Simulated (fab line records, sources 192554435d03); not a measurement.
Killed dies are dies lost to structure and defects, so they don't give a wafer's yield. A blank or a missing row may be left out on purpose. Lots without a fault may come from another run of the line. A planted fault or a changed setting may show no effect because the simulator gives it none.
fab line records | flow n5_finfet
record lots=7 wafers=19 last_day=19
route steps=1938 shown BEOL_M5@1149
lots that met no fault: from a run of the same line without faults
start_h: hours from the record's first day to the start of the lot's first wafer shown | wait_h: hours since the lot's step before | " the same as in the row above | L1.1+2: a row that stands for several wafers | - no value, or no start given | * or withheld: withheld | < > ~ a bound
route shown NAME@n: a module of which the file shows steps, and the number in the route of the first | usual: mean/standard deviation of fault-free wafers | same: alike in all rows | chamber/n: place in a boat | sites: the reading at each site | _std_site: their standard deviation | _edge_site: outer sites' mean less inner sites' | radius_mm: how far each site lies from the wafer's centre | mask NAME#n: copy n | behind: the tool/chamber that last shaped the wafer | hold: why the lot was held/for how many hours/how that ended | device: the transistor (n, p or np) that didn't switch | end of line: the same wafers' tests at the end of the route | a step without rows: its recipe alone | killed: dies lost to structure and defects at the first sort, not the wafer's yield | map: a wafer's dies, x killed, . not, _ none there
set.NAME: the setting as run; set.NAME@STEP: as run at that earlier step | model.NAME: the simulator's own value behind a step, which no gauge read
lots at some steps of the route; a table a step, a row a wafer
services: from which hour (start_h, from the record's first day; less than 0 if before it) a tool's chamber was out of use, for how many hours, and why
## steps
# step N5_BEOL_M5_OVL_MEAS_29
# recipe points_per_wafer=522
# usual V4_OVL=-0.3/0.64
# columns lot.wafer tool chamber start_h wait_h V4_OVL[nm]
L876.1 overlay-02 0 246.61 0.0 -0.2
L876.3 " 0 " " 0.8
L876.5 " 0 " " -0.2
L880.2 overlay-02 0 255.22 0.0 -0.3
L880.3 " 0 " " 0.8
L880.5 " 0 " " 0.8
L881.2 overlay-02 0 265.70 0.0 0.5
L881.3 " 0 " " 0.3
L881.5 " 0 " " 0.4
L892.3 overlay-02 0 334.14 0.0 -1.0
L892.5 " 0 " " 0.1
L895.3 overlay-01 0 347.91 0.0 -0.1
L895.5 " 0 " " -0.4
L896.1 overlay-01 0 351.00 0.0 -0.2
L896.3 " 0 " " -0.7
L896.4 " 0 " " -1.4
L898.1 overlay-01 0 356.22 0.0 -0.2
L898.4 " 0 " " 0.3
L898.5 " 0 " " -0.4
# step N5_BEOL_M5_INSPECT_30
# recipe mode=adi inspect_instrument=brightfield
# usual raw_defect_count=397/87
# columns lot.wafer tool chamber start_h wait_h raw_defect_count
L876.1 defect_inspect-01 - 246.67 0.1 353
L876.3 " - " " 357
L876.5 " - " " 312
L880.2 defect_inspect-01 - 255.27 0.0 290
L880.3 " - " " 334
L880.5 " - " " 366
L881.2 defect_inspect-02 - 265.76 0.0 452
L881.3 " - " " 362
L881.5 " - " " 341
L892.3 defect_inspect-02 - 334.19 0.0 528
L892.5 " - " " 385
L895.3 defect_inspect-01 - 347.96 0.0 373
L895.5 " - " " 482
L896.1 defect_inspect-01 - 351.06 0.1 403
L896.3 " - " " 492
L896.4 " - " " 307
L898.1 defect_inspect-02 - 356.28 0.1 641
L898.4 " - " " 484
L898.5 " - " " 633
# step N5_BEOL_M5_DESCUM_33
# recipe chemistry=O2 time_s=7 source_power_w=50 bias_power_w=20 pressure_mtorr=20 rf_frequency_hz=2.712e+07 temp_c=40 resist=CAR-EUV o2_flow_sccm=225
# step N5_BEOL_M5_ETCH_75
# recipe chemistry=N2/H2 target=underlayer target_depth_a=65 mask_material=CAR-EUV time_s=5.2 ion_energy_ev=200 pressure_mtorr=30 source_w=840 bias_w=150 n2_flow_sccm=200 h2_flow_sccm=200 ends=cleared
# usual bias_w=150.1/0.43 drypump_motor_current_A=5.8/0.48 etch_rf_on_time_s=5.16/0.11 oes_product_au=0.69/0.074 rf_vpp_V=523.6/3 showerhead_plenum_p_Torr=2.54/0.1 throttle_valve_pct=17.96/0.26
# columns lot.wafer tool chamber start_h wait_h bias_w drypump_motor_current_A etch_rf_on_time_s oes_product_au rf_hours_counter_h rf_vpp_V showerhead_plenum_p_Torr throttle_valve_pct
L876.1 rie_diel-02 1 246.74 0.0 149.6 6.6 5.12 0.73 46 527.6 2.70 17.85
L876.3 " 2 " " 150.6 5.3 4.98 0.68 138 522.1 2.44 17.86
L876.5 " 1 " " 150.5 6.5 5.14 0.73 - 527.8 2.70 17.83
L880.2 rie_diel-02 2 255.34 0.0 150.1 5.3 5.06 0.66 142 520.8 2.44 17.86
L880.3 " 3 " " 149.5 5.3 5.07 0.74 64 525.6 2.58 18.22
L880.5 " 2 " " 149.7 5.3 5.06 0.68 - 522.8 2.44 17.84
L881.2 rie_diel-05 2 265.84 0.0 149.8 6.0 5.18 0.62 167 528.3 2.65 18.37
L881.3 " 0 " " 150.1 5.8 5.20 0.77 20 523.8 2.48 17.77
L881.5 " 0 " " 149.7 5.8 5.15 0.80 - 522.3 2.48 17.79
L892.3 rie_diel-02 2 334.59 0.0 150.1 5.3 5.08 0.65 166 522.5 2.43 17.90
L892.5 " 0 " " 150.1 6.1 5.04 0.76 - 526.0 2.60 17.41
L895.3 rie_diel-02 1 348.21 0.0 150.0 6.6 5.17 0.70 76 526.6 2.69 17.88
L895.5 " 3 " " 150.3 5.2 5.13 0.71 - 523.8 2.57 18.23
L896.1 rie_diel-02 2 351.13 0.0 149.6 5.3 5.13 0.64 172 521.5 2.42 17.92
L896.3 " 3 " " 150.6 5.3 5.10 0.72 91 522.7 2.57 18.27
L896.4 " 1 " " 150.2 6.6 5.17 0.69 - 525.6 2.69 17.91
L898.1 rie_diel-06 0 356.37 0.0 149.9 5.2 5.09 0.62 182 518.3 2.33 18.20
L898.4 " 0 " " 150.4 5.3 5.09 0.62 - 517.6 2.33 18.21
L898.5 " 0 " " 149.7 5.3 5.11 0.62 - 517.7 2.33 18.21
# step N5_BEOL_M5_ETCH_67
# recipe chemistry=CF4 target=SiARC target_depth_a=156 mask_material=CAR-EUV time_s=26 ion_energy_ev=80 pressure_mtorr=40 source_w=545 bias_w=36 Ar_flow_sccm=100 cf4_flow_sccm=100 ends=cleared
# usual bias_w=35.99/0.1 drypump_motor_current_A=5.8/0.48 etch_rf_on_time_s=25.9/0.53 oes_product_au=0.69/0.075 rf_vpp_V=184.0/1.2 showerhead_plenum_p_Torr=2.13/0.076 throttle_valve_pct=15.65/0.29
# columns lot.wafer tool chamber start_h wait_h bias_w drypump_motor_current_A etch_rf_on_time_s oes_product_au rf_hours_counter_h rf_vpp_V showerhead_plenum_p_Torr throttle_valve_pct
L876.1 rie_diel-02 1 246.76 0.0 36.09 6.6 25.9 0.74 46 186.5 2.25 15.39
L876.3 " 2 " " 36.16 5.3 25.3 0.67 138 183.0 2.06 15.63
L876.5 " 1 " " 35.91 6.6 25.7 0.73 - 185.6 2.25 15.39
L880.2 rie_diel-02 2 255.36 0.0 36.02 5.3 25.3 0.67 142 184.0 2.06 15.64
L880.3 " 3 " " 36.07 5.2 25.4 0.74 64 184.7 2.17 15.82
L880.5 " 2 " " 36.08 5.3 25.5 0.67 - 182.4 2.06 15.62
L881.2 rie_diel-05 2 265.86 0.0 35.90 6.0 25.3 0.63 167 185.3 2.22 16.05
L881.3 " 0 " " 35.93 5.8 25.8 0.79 20 183.7 2.11 15.46
L881.5 " 0 " " 35.95 5.8 25.8 0.79 - 183.4 2.11 15.49
L892.3 rie_diel-02 2 334.61 0.0 35.99 5.3 25.9 0.65 166 183.5 2.05 15.70
L892.5 " 0 " " 35.99 6.1 25.1 0.76 - 184.3 2.19 15.06
L895.3 rie_diel-02 1 348.23 0.0 35.95 6.5 25.5 0.70 76 184.6 2.24 15.43
L895.5 " 3 " " 36.07 5.2 25.5 0.71 - 184.3 2.16 15.86
L896.1 rie_diel-02 2 351.14 0.0 36.14 5.3 25.7 0.64 172 181.5 2.05 15.69
L896.3 " 3 " " 36.05 5.2 25.4 0.71 91 184.5 2.16 15.86
L896.4 " 1 " " 36.16 6.6 25.7 0.70 - 184.2 2.24 15.44
L898.1 rie_diel-06 0 356.39 0.0 35.92 5.2 25.5 0.62 182 182.9 1.96 15.93
L898.4 " 0 " " 36.02 5.2 25.7 0.62 - 183.3 1.96 15.94
L898.5 " 0 " " 35.97 5.2 25.9 0.62 - 182.0 1.96 15.93
# step N5_BEOL_M5_ETCH_68
# recipe chemistry=N2/H2 target=SOC target_depth_a=800 overetch_a=160 mask_material=SiARC temp_c=40 time_s=120 ion_energy_ev=200 pressure_mtorr=30 source_w=840 bias_w=150 n2_flow_sccm=200 h2_flow_sccm=200
# usual bias_w=149.9/0.46 drypump_motor_current_A=5.8/0.48 oes_product_au=0.62/0.064 rf_vpp_V=523.7/2.7 showerhead_plenum_p_Torr=2.54/0.1 throttle_valve_pct=17.92/0.26
# columns lot.wafer tool chamber start_h wait_h bias_w drypump_motor_current_A oes_product_au rf_hours_counter_h rf_vpp_V showerhead_plenum_p_Torr throttle_valve_pct
L876.1 rie_diel-02 1 246.79 0.0 150.1 6.6 0.65 46 528.4 2.70 17.78
L876.3 " 2 " " 150.3 5.3 0.59 138 521.9 2.44 17.81
L876.5 " 1 " " 149.5 6.6 0.65 - 527.5 2.70 17.80
L880.2 rie_diel-02 2 255.39 0.0 150.0 5.3 0.59 142 520.5 2.44 17.82
L880.3 " 3 " " 149.3 5.2 0.66 64 526.0 2.58 18.18
L880.5 " 2 " " 150.2 5.3 0.59 - 520.5 2.44 17.83
L881.2 rie_diel-05 2 265.89 0.0 149.6 6.0 0.56 167 524.8 2.65 18.33
L881.3 " 0 " " 150.0 5.8 0.71 20 522.9 2.48 17.72
L881.5 " 0 " " 149.6 5.8 0.70 - 521.8 2.48 17.73
L892.3 rie_diel-02 2 334.63 0.0 150.3 5.3 0.58 166 520.8 2.43 17.86
L892.5 " 0 " " 149.9 6.1 0.67 - 525.8 2.60 17.37
L895.3 rie_diel-02 1 348.26 0.0 149.5 6.6 0.62 76 527.6 2.69 17.84
L895.5 " 3 " " 149.7 5.2 0.63 - 525.4 2.57 18.21
L896.1 rie_diel-02 2 351.17 0.0 150.4 5.3 0.57 172 518.8 2.42 17.86
L896.3 " 3 " " 150.2 5.2 0.63 91 524.9 2.57 18.23
L896.4 " 1 " " 149.4 6.6 0.62 - 527.0 2.69 17.85
L898.1 rie_diel-06 0 356.43 0.0 150.1 5.2 0.55 182 516.8 2.33 18.12
L898.4 " 0 " " 150.1 5.3 0.55 - 518.2 2.33 18.13
L898.5 " 0 " " 150.1 5.3 0.55 - 518.8 2.33 18.13
# step N5_BEOL_M5_STRIP_69
# recipe chemistry=N2/H2 temp_c=40 n2_flow_sccm=200 h2_flow_sccm=200 rf_frequency_hz=6e+07
# step N5_BEOL_M5_STRIP_76
# recipe chemistry=N2/H2 temp_c=40 n2_flow_sccm=200 h2_flow_sccm=200 rf_frequency_hz=6e+07
# step N5_BEOL_M5_VIA_ETCH_34
# recipe chemistry=C4F6/O2 target=SiCOH_lowk target_depth_a=883 mask_material=SOC taper_deg=4 time_s=39.2 ion_energy_ev=250 pressure_mtorr=30 source_w=345 bias_w=185 Ar_flow_sccm=300 C4F6_flow_sccm=10 O2_flow_sccm=10
# step N5_BEOL_M5_STRIP_85
# recipe chemistry=C4F6/O2 resist=SiARC rf_frequency_hz=6e+07
# step N5_BEOL_M5_STRIP_36
# recipe chemistry=N2/H2 power_w=450 temp_c=40 pressure_mtorr=20 rf_frequency_hz=6e+07 overash_fraction=0.3 bias_power_w=7 h2_frac=0.5 n2_flow_sccm=200 h2_flow_sccm=200
# usual drypump_motor_current_A=5.8/0.49 oes_product_au=0.80/0.09 rf_vpp_V=59.1/1.6 showerhead_plenum_p_Torr=2.53/0.1 throttle_valve_pct=23.81/0.26
# columns lot.wafer tool chamber start_h wait_h drypump_motor_current_A oes_product_au rf_hours_counter_h rf_vpp_V showerhead_plenum_p_Torr throttle_valve_pct
L876.1 rie_diel-02 1 246.93 0.0 6.5 0.86 46 60.6 2.70 23.73
L876.3 " 2 " " 5.3 0.79 138 59.3 2.43 23.61
L876.5 " 1 " " 6.5 0.86 - 58.5 2.70 23.76
L880.2 rie_diel-02 2 255.53 0.0 5.3 0.78 142 59.4 2.43 23.60
L880.3 " 3 " " 5.2 0.85 64 61.0 2.57 24.22
L880.5 " 2 " " 5.3 0.78 - 62.1 2.43 23.59
L881.2 rie_diel-05 2 266.03 0.0 6.0 0.72 167 60.4 2.65 24.17
L881.3 " 0 " " 5.8 0.93 20 59.9 2.47 23.77
L881.5 " 0 " " 5.8 0.93 - 57.7 2.47 23.78
L892.3 rie_diel-02 2 334.78 0.0 5.3 0.76 166 57.5 2.42 23.62
L892.5 " 0 " " 6.1 0.88 - 60.0 2.60 23.32
L895.3 rie_diel-02 1 348.40 0.0 6.5 0.82 77 62.4 2.68 23.77
L895.5 " 3 " " 5.2 0.83 - 60.2 2.56 24.26
L896.1 rie_diel-02 2 351.32 0.0 5.3 0.77 172 59.1 2.42 23.65
L896.3 " 3 " " 5.3 0.84 91 58.7 2.56 24.26
L896.4 " 1 " " 6.6 0.80 - 59.3 2.68 23.78
L898.1 rie_diel-06 0 356.65 0.0 5.2 0.72 182 56.8 2.32 23.97
L898.4 " 0 " " 5.2 0.71 - 56.8 2.32 23.96
L898.5 " 0 " " 5.2 0.72 - 56.4 2.32 23.96
# step N5_BEOL_M5_TRENCH_ETCH_37
# recipe chemistry=C4F6/O2 target_depth_a=716.52 target=SiCOH_lowk time_s=24.7 ion_energy_ev=250 pressure_mtorr=30 source_w=345 bias_w=185 Ar_flow_sccm=300 C4F6_flow_sccm=10 O2_flow_sccm=10
# usual bias_w=185.0/0.52 drypump_motor_current_A=5.8/0.48 oes_product_au=0.80/0.088 rf_vpp_V=671/9.7 showerhead_plenum_p_Torr=2.84/0.1 throttle_valve_pct=20.99/0.29
# columns lot.wafer tool chamber start_h wait_h bias_w drypump_motor_current_A oes_product_au rf_hours_counter_h rf_vpp_V showerhead_plenum_p_Torr throttle_valve_pct
L876.1 rie_diel-02 1 - - 184.9 6.5 0.85 46 688 2.99 20.72
L876.3 " 2 " " 185.2 5.3 0.79 138 686 2.75 21.01
L876.5 " 1 " " 184.6 6.6 0.87 - 687 2.99 20.72
L880.2 rie_diel-02 2 - - 184.5 5.3 0.78 142 685 2.75 21.02
L880.3 " 3 " " 184.8 5.2 0.86 64 668 2.89 21.26
L880.5 " 2 " " 184.6 5.3 0.78 - 683 2.75 21.02
L881.2 rie_diel-05 2 - - 184.3 6.0 0.75 167 658 2.96 21.41
L881.3 " 0 " " 185.5 5.8 0.92 21 666 2.80 20.92
L881.5 " 0 " " 185.4 5.8 0.93 - 664 2.80 20.93
L892.3 rie_diel-02 2 - - 185.7 5.3 0.76 166 683 2.74 21.04
L892.5 " 0 " " 184.9 6.2 0.89 - 663 2.91 20.39
L895.3 rie_diel-02 1 - - 185.0 6.6 0.82 77 687 2.98 20.76
L895.5 " 3 " " 185.9 5.2 0.83 - 668 2.87 21.30
L896.1 rie_diel-02 2 - - 185.8 5.3 0.76 172 684 2.74 21.06
L896.3 " 3 " " 185.5 5.3 0.82 91 667 2.87 21.30
L896.4 " 1 " " 184.3 6.6 0.81 - 687 2.98 20.76
L898.1 rie_diel-06 0 - - 185.2 5.2 0.72 182 660 2.60 21.20
L898.4 " 0 " " 185.7 5.2 0.72 - 660 2.60 21.20
L898.5 " 0 " " 184.0 5.2 0.72 - 660 2.60 21.21
# step N5_BEOL_M5_ETCH_41
# recipe chemistry=CH3F/O2 target=SiCN target_depth_a=315 taper_deg=2 time_s=56.7 ion_energy_ev=120 mask_material=TiN pressure_mtorr=30 source_w=395 bias_w=75 Ar_flow_sccm=150 CH3F_flow_sccm=30 O2_flow_sccm=20
# usual bias_w=74.96/0.21 drypump_motor_current_A=5.7/0.48 oes_product_au=0.81/0.088 rf_vpp_V=297.2/1.7 showerhead_plenum_p_Torr=2.00/0.075 throttle_valve_pct=16.37/0.28
# columns lot.wafer tool chamber start_h wait_h bias_w drypump_motor_current_A oes_product_au rf_hours_counter_h rf_vpp_V showerhead_plenum_p_Torr throttle_valve_pct model.etch.depth_nm
L876.1 rie_diel-02 1 247.00 - 75.29 6.6 0.86 46 298.2 2.11 16.12 21.66
L876.3 " 2 " " 75.10 5.3 0.79 138 297.1 1.93 16.37 22.07
L876.5 " 1 " " 75.19 6.6 0.86 - 300.7 2.11 16.11 21.64
L880.2 rie_diel-02 2 255.60 - 75.46 5.3 0.79 142 294.3 1.93 16.38 22.03
L880.3 " 3 " " 74.86 5.2 0.86 64 299.2 2.03 16.56 21.92
L880.5 " 2 " " 74.96 5.3 0.79 - 297.0 1.93 16.37 22.06
L881.2 rie_diel-05 2 266.10 - 75.31 6.0 0.75 167 300.3 2.08 16.78 21.76
L881.3 " 0 " " 74.99 5.8 0.93 21 297.3 1.97 16.22 21.81
L881.5 " 0 " " 75.07 5.8 0.92 - 297.3 1.97 16.22 21.78
L892.3 rie_diel-02 2 334.85 - 74.76 5.3 1.05 166 296.7 1.92 16.45 35.17
L892.5 " 0 " " 75.04 6.2 0.88 - 298.0 2.05 15.77 21.97
L895.3 rie_diel-02 1 348.47 - 75.21 6.5 1.13 77 300.0 2.10 16.18 34.7
L895.5 " 3 " " 74.96 5.2 0.84 - 295.2 2.02 16.60 21.78
L896.1 rie_diel-02 2 351.38 - 74.91 5.3 1.05 172 297.7 1.92 16.46 35.29
L896.3 " 3 " " 74.68 5.2 1.15 91 296.7 2.02 16.62 35.06
L896.4 " 1 " " 74.87 6.5 0.82 - 301.4 2.10 16.17 21.62
L898.1 rie_diel-06 0 356.75 - 74.93 5.2 0.72 182 294.9 1.82 16.63 21.54
L898.4 " 0 " " 75.28 5.2 0.72 - 293.6 1.82 16.64 21.63
L898.5 " 0 " " 75.12 5.2 0.73 - 293.3 1.82 16.64 21.49
# step N5_BEOL_M5_STRIP_91
# recipe chemistry=N2/H2 time_s=10 power_w=450 temp_c=40 pressure_mtorr=20 rf_frequency_hz=6e+07 bias_power_w=7 n2_flow_sccm=200 h2_flow_sccm=200
## services
# columns tool chamber start_h hours kind
rie_diel-05 1 264.80 - clean
rie_diel-05 1 264.80 - consumable_replace:focus_ring
rie_diel-05 1 264.80 21.0 scheduled_down
rie_diel-05 1 264.80 21.0 vent_cycle
rie_diel-06 - 299.45 1.1 repair
rie_diel-05 2 308.01 10.4 repair
rie_diel-05 3 329.66 - clean
rie_diel-05 3 329.66 - consumable_replace:focus_ring
rie_diel-02 0 347.03 9.0 repair
rie_diel-06 3 352.48 - clean
rie_diel-06 3 352.48 - consumable_replace:focus_ring
rie_diel-06 3 352.48 - consumable_replace:showerhead
rie_diel-06 3 352.48 16.5 scheduled_down
rie_diel-06 3 352.48 16.5 vent_cycle
rie_diel-06 1 354.73 9.2 repair
## key
first_sign step=N5_BEOL_M5_ETCH_41 reading=oes_product_au direction=up sigmas=3.3 usual=0.81 struck=1.09
effect none on later readings
model_effect step=N5_BEOL_M5_ETCH_41 value=etch.depth_nm without=21.72 struck=35.05
met_at N5_BEOL_M5_ETCH_41
struck_wafers L892.3,L895.3,L896.1,L896.3
onset_between 255.60 334.85
fault kind=process_parameter_drift tool=rie_diel-02 chamber=- onset_h=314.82 steps=N5_BEOL_M5_ETCH_41 channel=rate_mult offset=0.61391 shape=step end_h=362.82 scope=struck_wafers_only
